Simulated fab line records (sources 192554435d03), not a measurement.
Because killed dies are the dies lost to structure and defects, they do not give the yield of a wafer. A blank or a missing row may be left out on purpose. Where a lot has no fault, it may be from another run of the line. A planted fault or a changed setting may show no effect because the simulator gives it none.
Split-lot study / flow n5 finfet / on a route of 1938 steps: 7 lots, 21 wafers read

## THE SPLIT ITSELF
At N5_BEOL_M1_DESCUM_33 (chemistry O2, time 7 s), the setting time s was moved away from the recipe's 7 s on 8 of the 21 wafers read, by -21.7% to +14.8%. This setting was run at the recipe's value on the other wafers.

## FROM THE SPLIT TO THE READING: what the file shows between them, 3 steps
- N5_BEOL_M1_ETCH_77: etches underlayer in N2/H2, target depth 6.5 nm, time 5.2 s
- N5_BEOL_M1_ETCH_69: etches SiARC in CF4, target depth 15.6 nm, time 26 s
- N5_BEOL_M1_ALD_98: deposits SiO2, target thk 2.5 nm, pulse time 1 s, co reactant pulse time 1 s

## THE READING
CAR-EUV_of_BEOL_M1_COAT_22.thk nm (the simulator's own value, which no gauge read), in nm, at N5_BEOL_M1_ETCHBACK_99 (etches SiO2 in CHF3, target depth 5 nm, time 10.4 s). The file does not state a usual value for it. Across the 13 wafers here that went through the recipe, the average is 10.3 nm and the standard deviation 0.17 nm.

wafer=L077.1; tool, chamber at the split=rie diel-03, 0; time s as run, s=7.928; against the recipe=+13.3%; CAR-EUV_of_BEOL_M1_COAT_22.thk nm, nm=9.6; against lot-mates on the recipe=-0.8
wafer=L077.2; tool, chamber at the split=rie diel-03, 3; time s as run, s=7; against the recipe=recipe; CAR-EUV_of_BEOL_M1_COAT_22.thk nm, nm=10.4; against lot-mates on the recipe=-
wafer=L077.5; tool, chamber at the split=rie diel-03, 1; time s as run, s=7.928; against the recipe=+13.3%; CAR-EUV_of_BEOL_M1_COAT_22.thk nm, nm=10; against lot-mates on the recipe=-0.4
wafer=L078.1; tool, chamber at the split=rie diel-06, 3,2,2; time s as run, s=7; against the recipe=recipe; CAR-EUV_of_BEOL_M1_COAT_22.thk nm, nm=10.2; against lot-mates on the recipe=-
wafer=L078.2; tool, chamber at the split=rie diel-06, 3,2,2; time s as run, s=7; against the recipe=recipe; CAR-EUV_of_BEOL_M1_COAT_22.thk nm, nm=10.2; against lot-mates on the recipe=-
wafer=L078.4; tool, chamber at the split=rie diel-06, 3,2,2; time s as run, s=7; against the recipe=recipe; CAR-EUV_of_BEOL_M1_COAT_22.thk nm, nm=10.2; against lot-mates on the recipe=-
wafer=L079.2; tool, chamber at the split=rie diel-03, 0; time s as run, s=7; against the recipe=recipe; CAR-EUV_of_BEOL_M1_COAT_22.thk nm, nm=10; against lot-mates on the recipe=-
wafer=L079.5; tool, chamber at the split=rie diel-03, 3; time s as run, s=7; against the recipe=recipe; CAR-EUV_of_BEOL_M1_COAT_22.thk nm, nm=10.2; against lot-mates on the recipe=-
wafer=L079.6; tool, chamber at the split=rie diel-03, 0; time s as run, s=8.034; against the recipe=+14.8%; CAR-EUV_of_BEOL_M1_COAT_22.thk nm, nm=9.6; against lot-mates on the recipe=-0.5
wafer=L080.3; tool, chamber at the split=rie diel-06, 2; time s as run, s=7; against the recipe=recipe; CAR-EUV_of_BEOL_M1_COAT_22.thk nm, nm=10; against lot-mates on the recipe=-
wafer=L080.4; tool, chamber at the split=rie diel-06, 3; time s as run, s=5.48; against the recipe=-21.7%; CAR-EUV_of_BEOL_M1_COAT_22.thk nm, nm=11; against lot-mates on the recipe=+0.8
wafer=L080.6; tool, chamber at the split=rie diel-06, 1; time s as run, s=7; against the recipe=recipe; CAR-EUV_of_BEOL_M1_COAT_22.thk nm, nm=10.4; against lot-mates on the recipe=-
wafer=L085.2; tool, chamber at the split=rie diel-02, 0,1; time s as run, s=8.003; against the recipe=+14.3%; CAR-EUV_of_BEOL_M1_COAT_22.thk nm, nm=10; against lot-mates on the recipe=-0.6
wafer=L085.5; tool, chamber at the split=rie diel-02, 0; time s as run, s=7; against the recipe=recipe; CAR-EUV_of_BEOL_M1_COAT_22.thk nm, nm=10.6; against lot-mates on the recipe=-
wafer=L085.6; tool, chamber at the split=rie diel-02, 0,1; time s as run, s=8.003; against the recipe=+14.3%; CAR-EUV_of_BEOL_M1_COAT_22.thk nm, nm=9.8; against lot-mates on the recipe=-0.8
wafer=L092.3; tool, chamber at the split=rie diel-06, 1; time s as run, s=6.032; against the recipe=-13.8%; CAR-EUV_of_BEOL_M1_COAT_22.thk nm, nm=11; against lot-mates on the recipe=+0.7
wafer=L092.4; tool, chamber at the split=rie diel-06, 2; time s as run, s=7; against the recipe=recipe; CAR-EUV_of_BEOL_M1_COAT_22.thk nm, nm=10.2; against lot-mates on the recipe=-
wafer=L092.6; tool, chamber at the split=rie diel-06, 0; time s as run, s=7; against the recipe=recipe; CAR-EUV_of_BEOL_M1_COAT_22.thk nm, nm=10.4; against lot-mates on the recipe=-
wafer=L094.2; tool, chamber at the split=rie diel-06, 2; time s as run, s=5.717; against the recipe=-18.3%; CAR-EUV_of_BEOL_M1_COAT_22.thk nm, nm=11; against lot-mates on the recipe=+0.6
wafer=L094.3; tool, chamber at the split=rie diel-06, 1,0; time s as run, s=7; against the recipe=recipe; CAR-EUV_of_BEOL_M1_COAT_22.thk nm, nm=10.4; against lot-mates on the recipe=-
wafer=L094.6; tool, chamber at the split=rie diel-06, 1,0; time s as run, s=7; against the recipe=recipe; CAR-EUV_of_BEOL_M1_COAT_22.thk nm, nm=10.4; against lot-mates on the recipe=-
If several chambers appear in one row, that row covers several wafers at once and the file leaves open which wafer was in which chamber.

FIT RESULTS
A straight line over all 21 wafers: CAR-EUV_of_BEOL_M1_COAT_22.thk nm changes by -0.0367 nm for each +1% of time s; r = -0.91; the points scatter about the line by 0.17 nm.
The same after taking each lot's own level away (the mean of its wafers on the recipe; 21 wafers): -0.041 nm for each +1%; r = -0.96; scatter 0.13 nm.
On that fit, the largest move of time s shifts the reading by 0.89 nm.
The span of the lots' own levels, 10.10 to 10.60 nm, comes to 3.0 times the standard deviation stated above.
Thus the slope moves with the lot-to-lot level: the two fits are different.
Check: +0.907 nm against its lot-mates is what the line predicts for one of the wafers moved furthest among these (-21.7%) when that wafer is left out of the fit. It came out at +0.8 nm against them.

## THE WHOLE CHAIN: every reading that the file lists as answering this split, in the file's order
step=N5_BEOL_M1_DESCUM_33; what it does=chemistry O2, time 7 s; reading=CAR-EUV_of_BEOL_M1_COAT_22.thk nm (the simulator's own value, which no gauge read); change (the file's fit)=-0.0376 nm for each +1% of the setting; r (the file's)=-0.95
step=N5_BEOL_M1_ETCH_77; what it does=etches underlayer in N2/H2, target depth 6.5 nm, time 5.2 s; reading=CAR-EUV_of_BEOL_M1_COAT_22.thk nm (the simulator's own value, which no gauge read); change (the file's fit)=-0.044 nm for each +1% of the setting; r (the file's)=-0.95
step=N5_BEOL_M1_ETCH_69; what it does=etches SiARC in CF4, target depth 15.6 nm, time 26 s; reading=CAR-EUV_of_BEOL_M1_COAT_22.thk nm (the simulator's own value, which no gauge read); change (the file's fit)=-0.0432 nm for each +1% of the setting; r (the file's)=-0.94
step=N5_BEOL_M1_ETCHBACK_99; what it does=etches SiO2 in CHF3, target depth 5 nm, time 10.4 s; reading=CAR-EUV_of_BEOL_M1_COAT_22.thk nm (the simulator's own value, which no gauge read); change (the file's fit)=-0.0397 nm for each +1% of the setting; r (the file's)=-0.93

## FILE'S OWN FIT
CAR-EUV_of_BEOL_M1_COAT_22.thk nm changes by -0.0397 nm for each +1% of time s, r = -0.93.
